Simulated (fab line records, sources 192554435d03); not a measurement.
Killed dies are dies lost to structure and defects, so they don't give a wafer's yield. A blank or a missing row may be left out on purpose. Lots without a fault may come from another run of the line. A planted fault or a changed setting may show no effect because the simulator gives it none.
A struck lot beside a sound one | flow n5_finfet | 33 steps out of a route of 1938
Sound: wafers L952.2, L952.3, L952.5. Struck: wafers L963.3, L963.6. (L963.5 of the same lot was not struck and is left out.) The cause comes at the end.
At each step with rows: each side's tool, then ch and its chambers, then its first start. Under that, the readings that differ: sound wafers | struck wafers | difference of the means | sigmas: that difference in standard deviations of wafers without a fault.
alike: readings whose means differ by less than 2 such deviations, and words and numbers that are the same on both sides. not compared: withheld readings, readings that some wafer has no value for, bounds like >300 that may hide the same value, and numbers for which the record gives no deviation and whose values overlap.
The two part at a step that has a row with sigmas, a row that says differs or no value, or rows on one side only. Numbers that don't overlap but have no deviation are shown without sigmas and don't part them. A reading that every wafer of one side lacks parts them only if that side has two wafers or more.

N5_WELL_APT_INSPECT_27: inspects for defects (macro).
  sound on defect_inspect-02, day 2 14:58; struck on defect_inspect-02, day 5 09:24
  alike: raw_defect_count
N5_WELL_APT_DESCUM_30: chemistry O2, time 7.9 s.
  sound on rie_diel-01 ch 0,1, day 2 15:07; struck on rie_diel-05 ch 2,3, day 5 09:32
  alike: drypump_motor_current_A, o2_flow_sccm, oes_product_au, rf_fwd_power_W, rf_vpp_V, showerhead_plenum_p_Torr, throttle_valve_pct
  not compared: rf_hours_counter_h
then, 9 steps without rows for these wafers: N5_WELL_APT_IMPLANT_31; N5_WELL_APT_IMPLANT_32; N5_WELL_APT_STRIP_33 (strips in SPM, time 900 s); N5_WELL_APT_RTA_34 (time 10 s); N5_WELL_APT_OXIDE_STRIP_42 (strips SiO2 in dHF, time 45 s, target depth 12 nm); N5_WELL_APT_PRECLEAN_36 (cleans in O3/DIW, time 45 s); N5_WELL_APT_PRECLEAN_39 (cleans in dHF, time 60 s); N5_WELL_APT_SRD_37 (time 30 s); N5_WELL_APT_EPI_41 (deposits Si from SiH4/H2, target thk 50 nm, time 297.7 s).
N5_WELL_APT_INSPECT_38: inspects for defects (darkfield).
  sound on defect_inspect-02, day 2 16:45; struck on defect_inspect-01, day 5 11:10
  alike: raw_defect_count
N5_PMOS_HMC_CHANNEL_EPI_HM_DEP_34: deposits SiO2 from TEOS/O2, target thk 36 nm, time 6.9 s.
  sound on pecvd-03 ch 0,1, day 2 16:47; struck on pecvd-03 ch 0, day 5 11:12
  reading                                                  | sound            | struck      | difference                    | sigmas
  rf_fwd_power_W (W)                                       | 890 883 889      | - -         | no value on the struck wafers |
  model.SiO2_of_PMOS_HMC_CHANNEL_EPI_HM_DEP_34.thk_nm (nm) | 35.18 35.18 35.6 | 33.52 33.87 | -1.62                         |
  alike: heater_power_w, showerhead_plenum_p_Torr, throttle_valve_pct
then, 7 steps without rows for these wafers: N5_PMOS_HMC_CHANNEL_EPI_COAT_31 (time 60 s, resist thk 66 nm); N5_PMOS_HMC_CHANNEL_EPI_COAT_03 (resist thk 205 nm); N5_PMOS_HMC_CHANNEL_EPI_EBR_05; N5_PMOS_HMC_CHANNEL_EPI_SOFTBAKE_04 (time 60 s); N5_PMOS_HMC_CHANNEL_EPI_EXPOSE_06 (exposes mask PMOS HMC BLK, target cd 240 nm); N5_PMOS_HMC_CHANNEL_EPI_PEB_07 (peb time 60 s); N5_PMOS_HMC_CHANNEL_EPI_DEVELOP_08 (develop time 30 s).
N5_PMOS_HMC_CHANNEL_EPI_CD_MEAS_09: target cd 237.4 nm.
  sound on cd_sem-02 ch 0, day 2 17:11; struck on cd_sem-03 ch 0, day 5 11:29
  alike: cd_nm
N5_PMOS_HMC_CHANNEL_EPI_OVL_MEAS_10:
  sound on overlay-02 ch 0, day 2 17:13; struck on overlay-02 ch 0, day 5 11:31
  reading               | sound         | struck  | difference | sigmas
  PMOS_HMC_BLK_OVL (nm) | 0.1 -1.6 -1.8 | 0.3 0.7 | +1.6       | +2
N5_PMOS_HMC_CHANNEL_EPI_INSPECT_11: inspects for defects (macro).
  sound on defect_inspect-01, day 2 17:14; struck on defect_inspect-01, day 5 11:32
  alike: raw_defect_count
N5_PMOS_HMC_CHANNEL_EPI_DESCUM_14: chemistry O2, time 7.9 s.
  sound on rie_diel-06 ch 0,1, day 2 17:17; struck on rie_diel-06 ch 1,3, day 5 11:34
  alike: drypump_motor_current_A, o2_flow_sccm, oes_product_au, rf_fwd_power_W, rf_vpp_V, showerhead_plenum_p_Torr, throttle_valve_pct
  not compared: rf_hours_counter_h
then, 2 steps without rows for these wafers: N5_PMOS_HMC_CHANNEL_EPI_ETCH_32 (etches BARC in N2/H2, stops on SiO2, target depth 85.8 nm, time 50.3 s); N5_PMOS_HMC_CHANNEL_EPI_HM_OPEN_15 (chemistry CHF3/O2, target SiO2, target depth 40.6 nm, time 20.3 s).
N5_PMOS_HMC_CHANNEL_EPI_STRIP_33: strips in N2/H2.
  sound on rie_diel-06 ch 0,1, day 2 17:25; struck on rie_diel-06 ch 1,3, day 5 11:42
  alike: drypump_motor_current_A, oes_product_au, rf_vpp_V, showerhead_plenum_p_Torr, throttle_valve_pct
  not compared: rf_hours_counter_h
then, 1 step without rows for these wafers: N5_PMOS_HMC_CHANNEL_EPI_STRIP_17 (strips in SPM, time 750 s).
N5_PMOS_HMC_CHANNEL_EPI_ETCH_38: etches SiO2 in CF4, target depth 1.5 nm.
  sound on rie_si-06 ch 0,1,2, day 2 17:44; struck on rie_si-03 ch 1,3, day 5 12:01
  alike: drypump_motor_current_A, oes_product_au, rf_fwd_power_W, throttle_valve_pct
  not compared: rf_hours_counter_h
N5_PMOS_HMC_CHANNEL_EPI_FIN_RECESS_16: chemistry HBr/Cl2, target Si, target depth 54 nm, time 18 s.
  sound on rie_si-06 ch 0,1,2, day 2 17:45; struck on rie_si-03 ch 1,3, day 5 12:02
  alike: drypump_motor_current_A, oes_product_au, rf_fwd_power_W, throttle_valve_pct
  not compared: rf_hours_counter_h
then, 1 step without rows for these wafers: N5_PMOS_HMC_CHANNEL_EPI_PRECLEAN_36 (cleans in O3/DIW, time 45 s).
N5_PMOS_HMC_CHANNEL_EPI_PRECLEAN_18: cleans in DHF, time 30 s.
  sound on wet_bench-06 ch 2,5,7, day 2 17:52; struck on wet_bench-05 ch 4,7, day 5 12:13
  reading                                                  | sound             | struck      | difference | sigmas
  model.SiO2_of_PMOS_HMC_CHANNEL_EPI_HM_DEP_34.thk_nm (nm) | 24.04 24.06 24.35 | 22.37 22.63 | -1.65      |
then, 1 step without rows for these wafers: N5_PMOS_HMC_CHANNEL_EPI_SRD_19 (time 30 s).

WHERE THEY PART
First at N5_PMOS_HMC_CHANNEL_EPI_HM_DEP_34; last, within this record, at N5_PMOS_HMC_CHANNEL_EPI_OVL_MEAS_10. Later steps at which nothing parts them and some readings are alike: N5_PMOS_HMC_CHANNEL_EPI_INSPECT_11, N5_PMOS_HMC_CHANNEL_EPI_DESCUM_14, N5_PMOS_HMC_CHANNEL_EPI_STRIP_33, N5_PMOS_HMC_CHANNEL_EPI_ETCH_38, N5_PMOS_HMC_CHANNEL_EPI_FIN_RECESS_16.

WHY: what the simulator had put in
Process parameter drift: pecvd-03, from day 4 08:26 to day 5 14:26, at N5_PMOS_HMC_CHANNEL_EPI_HM_DEP_34. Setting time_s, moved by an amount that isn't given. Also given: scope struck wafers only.
